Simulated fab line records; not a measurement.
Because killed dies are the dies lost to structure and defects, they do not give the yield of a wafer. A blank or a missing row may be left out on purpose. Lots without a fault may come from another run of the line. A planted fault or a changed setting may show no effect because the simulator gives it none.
A struck lot beside a sound one	flow nand-harc	40 steps out of a route of 1159
Sound: wafers L519.2, L519.3, L519.4. Struck: wafers L534.3, L534.5 (left out: L534.2, a lot-mate that was not struck); the cause follows at the end.
Order at every step that has rows: each side's tool, ch and its chambers, its first start. Under that, the readings that differ: sound wafers	struck wafers	difference of the means	sigmas: that difference in standard deviations of wafers without a fault.
alike: readings whose means differ by less than 2 such deviations, and words and numbers that are the same on both sides. not compared: withheld readings, readings that some wafer has no value for, bounds like >300 that may hide the same value, and numbers for which the record gives no deviation and whose values overlap.
The two part at a step that has a row with sigmas, a row that says differs or no value, or rows on one side only. Numbers that have no deviation but don't overlap get no sigmas and don't part them. A reading that every wafer of one side lacks parts them only if that side has two wafers or more.

NHARC_P_CONTACT_CD_MEAS_19:
  sound on cd-sem-01 at day 7 07:47; struck on cd-sem-01 at day 11 01:17
  alike: cd-nm
then, 5 steps without rows for these wafers: NHARC_P_CONTACT_STRIP_28 (strips in O2); NHARC_P_CONTACT_STRIP_29 (strips in post etch residue remover, time 1200 s); NHARC_P_CONTACT_DEGAS_38 (time 60 s); NHARC_P_CONTACT_PRE_CLEAN_39 (time 19.5 s); NHARC_P_CONTACT_PVD_32 (deposits Ti, target thk 5 nm, time 17.7 s).
NHARC_P_CONTACT_ALD_22: deposits TiN, target thk 3 nm, pulse time 1 s, ald cycles 150.
  sound on ald-metal-02 ch 0,2,3, day 7 08:55; struck on ald-metal-01 ch 1,3, day 11 02:18
  alike: heater-power-w, precursor-pulse-height-rel, susceptor-temp-C
then, 3 steps without rows for these wafers: NHARC_P_CONTACT_CVD_23 (deposits W, target thk 200 nm, time 557 s); NHARC_P_CONTACT_CMP_24 (polishes, t overpolish 30 s, target thk 200 nm); NHARC_P_CONTACT_SRD_26.
NHARC_P_CONTACT_INSPECT_27:
  sound on defect-inspect-02 at day 7 10:10; struck on defect-inspect-01 at day 11 03:32
  alike: raw-defect-count
NHARC_P_M0_DEP_00: deposits SiOC, target thk 150 nm.
  sound on pecvd-01 ch 1,2, day 7 10:14; struck on pecvd-02 ch 1,2, day 11 03:37
then, 9 steps without rows for these wafers: NHARC_P_M0_DEHYDRATE_01 (time 120 s); NHARC_P_M0_HMDS_02 (time 30 s); NHARC_P_M0_COAT_33 (time 65 s); NHARC_P_M0_COAT_03 (resist thk 90 nm); NHARC_P_M0_SOFTBAKE_04 (time 55 s); NHARC_P_M0_EBR_05; NHARC_P_M0_EXPOSE_06 (exposes mask P M0, target cd 90 nm); NHARC_P_M0_PEB_07 (peb time 65 s); NHARC_P_M0_DEVELOP_08 (develop time 35 s).
NHARC_P_M0_CD_MEAS_09 targets a cd of 90 nm.
  sound on cd-sem-02 ch 0, day 7 11:04; struck on cd-sem-03 ch 0, day 11 04:26
  alike: cd-nm
NHARC_P_M0_OVL_MEAS_10: pitch 180 nm.
  sound on overlay-01 at day 7 11:10; struck on overlay-01 at day 11 04:32
  alike: overlay-x-nm, overlay-y-nm
NHARC_P_M0_INSPECT_11:
  sound on defect-inspect-02 at day 7 11:11; struck on defect-inspect-01 at day 11 04:34
  alike: raw-defect-count
NHARC_P_M0_DESCUM_14: chemistry O2, time 3 s.
  sound on rie-diel-09 ch 0,2,3, day 7 11:15; struck on rie-diel-12 ch 0,2, day 11 04:38
  alike: drypump-motor-current-A, o2-flow-sccm, oes-product-au, rf-vpp-V, showerhead-plenum-p-Torr, throttle-valve-pct
  not compared: rf-hours-counter-h
then, 2 steps without rows for these wafers: NHARC_P_M0_ETCH_34 (etches the open film in N2/H2, target depth 40 nm, overetch 12 nm, time 43.94 s); NHARC_P_M0_ETCH_15 (etches the open film in C4F8/Ar, target depth 150 nm, overetch 15 nm, time 82.5 s).
NHARC_P_M0_CD_MEAS_16:
  sound on cd-sem-03 at day 7 11:34; struck on cd-sem-02 at day 11 04:56
  alike: cd-nm
then, 3 steps without rows for these wafers: NHARC_P_M0_STRIP_18 (strips in N2/H2); NHARC_P_M0_STRIP_19 (strips in post etch residue remover, time 600 s); NHARC_P_M0_DEGAS_28 (time 60 s).
NHARC_P_M0_PRE_CLEAN_29: time 30 s.
  sound on pvd-sputter-03; struck on pvd-sputter-02
  alike: heater-power-w, susceptor-temp-C
then, 1 step without rows for these wafers: NHARC_P_M0_PVD_20 (deposits TaN, target thk 5 nm, time 8.06 s).
NHARC_P_M0_PVD_21: deposits Cu, target thk 30 nm, time 20.49 s.
  sound on pvd-sputter-03; struck on pvd-sputter-02
  alike: cathode-dc-power-W, throttle-valve-pct
then, 1 step without rows for these wafers: NHARC_P_M0_ECD_22 (material Cu, target thk 400 nm).
NHARC_P_M0_ANNEAL_30: time 90 s.
  sound on rtp-anneal-01 ch 0, day 7 13:06; struck on rtp-anneal-01 ch 0, day 11 06:20
  alike: wafer_temp_C_max
then, 2 steps without rows for these wafers: NHARC_P_M0_CMP_23 (polishes, t overpolish 20 s, target thk 117.53 nm); NHARC_P_M0_SRD_25.
NHARC_P_M0_INSPECT_27:
  sound on defect-inspect-02 at day 7 13:52; struck on defect-inspect-01 at day 11 07:08
  alike: raw-defect-count
-- break in the record here, with 14 days between the starts of the struck wafers on either side (left off in module P_M0, picked up again in module END, where the first step shown is number 1159 on the route) --
NHARC_END_SORT_01:
  sound on prober-01 ch 0, day 22 01:14; struck on prober-02 ch 0, day 25 10:50
reading	sound	struck	difference	sigmas
defect-limited-yield (%)	96.6 96.2 96.5	0 0	-96	-74
killed-at-periphery	3 2 1	654 655	+652	+99 or more
killed-dies	23 26 24	677 677	+653	+73
sort_bin_2_pct (%)	0.9 1.3 1.2	97.0 96.8	+95.8	+99 or more
sort-n-pass	654 651 653	0 0	-653	-73
sort-rim-yield-pct (%)	92 97 97	0 0	-95	-31
sort-yield-pct (%)	96.6 96.2 96.5	0 0	-96	-74
  alike: killed-at-array, killed-at-other, killed-open, killed-short, sort_bin_3_pct, sort_bin_4_pct

== WHERE THEY PART ==
NHARC_END_SORT_01 only, going by this record.

WHY: whatever the simulator had introduced
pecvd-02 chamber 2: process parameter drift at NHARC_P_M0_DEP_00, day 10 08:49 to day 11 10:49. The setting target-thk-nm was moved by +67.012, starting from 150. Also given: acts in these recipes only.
